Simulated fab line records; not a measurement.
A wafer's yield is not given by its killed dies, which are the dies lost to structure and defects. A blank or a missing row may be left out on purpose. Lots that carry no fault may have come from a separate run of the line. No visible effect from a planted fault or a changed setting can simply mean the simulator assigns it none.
Split-lot experiment || flow n5Finfet || route with 1938 steps; 7 lots, 21 wafers read

== ABOUT THE SPLIT ==
At N5_GATE_CUT_ETCH_37 (etches SOC in N2/H2, target depth 60 nm, overetch 12 nm, time 90 s), the setting biasW was moved away from the recipe's 150 W on 5 of the 21 wafers read, by -7.0% to +11.1%. The other wafers ran this setting at the recipe's value.

The reading comes from the split's own step.

== THE READING ==
rfVppV, in V, at N5_GATE_CUT_ETCH_37 (etches SOC in N2/H2, target depth 60 nm, overetch 12 nm, time 90 s). A value of 524.2 V with a standard deviation of 2 V is what fault-free wafers of this fab line usually give.

{"wafer": "L079.3", "tool, chamber at the split": "rieDiel-02, 1", "biasW as run, W": 150, "against the recipe": "recipe", "rfVppV, V": 526.2, "against lot-mates on the recipe": "-"}
{"wafer": "L079.5", "tool, chamber at the split": "rieDiel-02, 3", "biasW as run, W": 150, "against the recipe": "recipe", "rfVppV, V": 524.6, "against lot-mates on the recipe": "-"}
{"wafer": "L079.6", "tool, chamber at the split": "rieDiel-02, 2", "biasW as run, W": 150, "against the recipe": "recipe", "rfVppV, V": 523.7, "against lot-mates on the recipe": "-"}
{"wafer": "L081.2", "tool, chamber at the split": "rieDiel-02, 3", "biasW as run, W": 150, "against the recipe": "recipe", "rfVppV, V": 523.9, "against lot-mates on the recipe": "-"}
{"wafer": "L081.4", "tool, chamber at the split": "rieDiel-02, 1", "biasW as run, W": 139.5, "against the recipe": "-7.0%", "rfVppV, V": 502.0, "against lot-mates on the recipe": -21.9}
{"wafer": "L081.6", "tool, chamber at the split": "rieDiel-02, 3", "biasW as run, W": 139.5, "against the recipe": "-7.0%", "rfVppV, V": 501.4, "against lot-mates on the recipe": -22.5}
{"wafer": "L087.2", "tool, chamber at the split": "rieDiel-06, 2", "biasW as run, W": 166.6, "against the recipe": "+11.1%", "rfVppV, V": 559.6, "against lot-mates on the recipe": "+38.4"}
{"wafer": "L087.3", "tool, chamber at the split": "rieDiel-06, 3", "biasW as run, W": 166.6, "against the recipe": "+11.1%", "rfVppV, V": 556.9, "against lot-mates on the recipe": "+35.7"}
{"wafer": "L087.6", "tool, chamber at the split": "rieDiel-06, 3", "biasW as run, W": 150, "against the recipe": "recipe", "rfVppV, V": 521.2, "against lot-mates on the recipe": "-"}
{"wafer": "L090.1", "tool, chamber at the split": "rieDiel-02, 3", "biasW as run, W": 150, "against the recipe": "recipe", "rfVppV, V": 525.1, "against lot-mates on the recipe": "-"}
{"wafer": "L090.2", "tool, chamber at the split": "rieDiel-02, 1", "biasW as run, W": 150, "against the recipe": "recipe", "rfVppV, V": 525.7, "against lot-mates on the recipe": "-"}
{"wafer": "L090.6", "tool, chamber at the split": "rieDiel-02, 2", "biasW as run, W": 150, "against the recipe": "recipe", "rfVppV, V": 523.5, "against lot-mates on the recipe": "-"}
{"wafer": "L091.1", "tool, chamber at the split": "rieDiel-02, 3", "biasW as run, W": 150, "against the recipe": "recipe", "rfVppV, V": 524.7, "against lot-mates on the recipe": "-"}
{"wafer": "L091.4", "tool, chamber at the split": "rieDiel-02, 0", "biasW as run, W": 150, "against the recipe": "recipe", "rfVppV, V": 524.4, "against lot-mates on the recipe": "-"}
{"wafer": "L091.5", "tool, chamber at the split": "rieDiel-02, 1", "biasW as run, W": 150, "against the recipe": "recipe", "rfVppV, V": 525.6, "against lot-mates on the recipe": "-"}
{"wafer": "L096.3", "tool, chamber at the split": "rieDiel-06, 2", "biasW as run, W": 150, "against the recipe": "recipe", "rfVppV, V": 521.3, "against lot-mates on the recipe": "-"}
{"wafer": "L096.5", "tool, chamber at the split": "rieDiel-06, 0", "biasW as run, W": 150, "against the recipe": "recipe", "rfVppV, V": 524.4, "against lot-mates on the recipe": "-"}
{"wafer": "L096.6", "tool, chamber at the split": "rieDiel-06, 3", "biasW as run, W": 150, "against the recipe": "recipe", "rfVppV, V": 519.4, "against lot-mates on the recipe": "-"}
{"wafer": "L097.3", "tool, chamber at the split": "rieDiel-04, 3", "biasW as run, W": 142.2, "against the recipe": "-5.2%", "rfVppV, V": 508.3, "against lot-mates on the recipe": -17.9}
{"wafer": "L097.4", "tool, chamber at the split": "rieDiel-04, 2", "biasW as run, W": 150, "against the recipe": "recipe", "rfVppV, V": 526.8, "against lot-mates on the recipe": "-"}
{"wafer": "L097.5", "tool, chamber at the split": "rieDiel-04, 3", "biasW as run, W": 150, "against the recipe": "recipe", "rfVppV, V": 525.7, "against lot-mates on the recipe": "-"}

THE FIT
A straight line over all 21 wafers: rfVppV changes by +3.11 V for each +1% of biasW; r = +0.99; the points scatter about the line by 1.8 V.
The same after taking each lot's own level away (the mean of its wafers on the recipe; 21 wafers): +3.31 V for each +1%; r = +1.00; scatter 1.2 V.
On that fit, the largest move of biasW shifts the reading by 37 V.
The span of the lots' own levels, 521.20 to 526.25 V, comes to 2.5 times the standard deviation stated above.
Consequently the slope shifts little with the lot-to-lot level, the two slopes agreeing.
Check: with one of the wafers moved furthest among these (+11.1%) left out of the fit, the line predicts +35.7 V for it against its lot-mates. Against them it came out at +38.4 V.
Tool readings at the split's step, against how far the setting was moved: rfVppV r = +0.99.

== THESE WAFERS: OTHER SPLITS ==
These wafers also went through other splits before the reading. Each is held against what the fit with the lots' levels taken away leaves over:
{"other split on the same wafers": "N5_DUMMY_GATE_COAT_34 spinRpm", "wafers away from the commonest value": 6, "r with rfVppV (lot level and that fit taken away)": -0.11}
{"other split on the same wafers": "N5_SD_EPI_N_COAT_33 spinRpm", "wafers away from the commonest value": 6, "r with rfVppV (lot level and that fit taken away)": -0.11}
{"other split on the same wafers": "N5_SD_EPI_N_ETCH_35 timeS", "wafers away from the commonest value": 4, "r with rfVppV (lot level and that fit taken away)": "+0.25"}
{"other split on the same wafers": "N5_ILD0_CMP_03 downForcePsi", "wafers away from the commonest value": 11, "r with rfVppV (lot level and that fit taken away)": -0.11}
{"other split on the same wafers": "N5_SDB_ETCH_18 timeS", "wafers away from the commonest value": 8, "r with rfVppV (lot level and that fit taken away)": "+0.42"}
{"other split on the same wafers": "N5_SDB_ALD_29 aldCycles", "wafers away from the commonest value": 5, "r with rfVppV (lot level and that fit taken away)": "+0.28"}
{"other split on the same wafers": "N5_GATE_CUT_EXPOSE_10 doseMj", "wafers away from the commonest value": 8, "r with rfVppV (lot level and that fit taken away)": -0.13}

== FILE'S OWN FIT ==
rfVppV changes by +3.32 V for each +1% of biasW, r = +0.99.
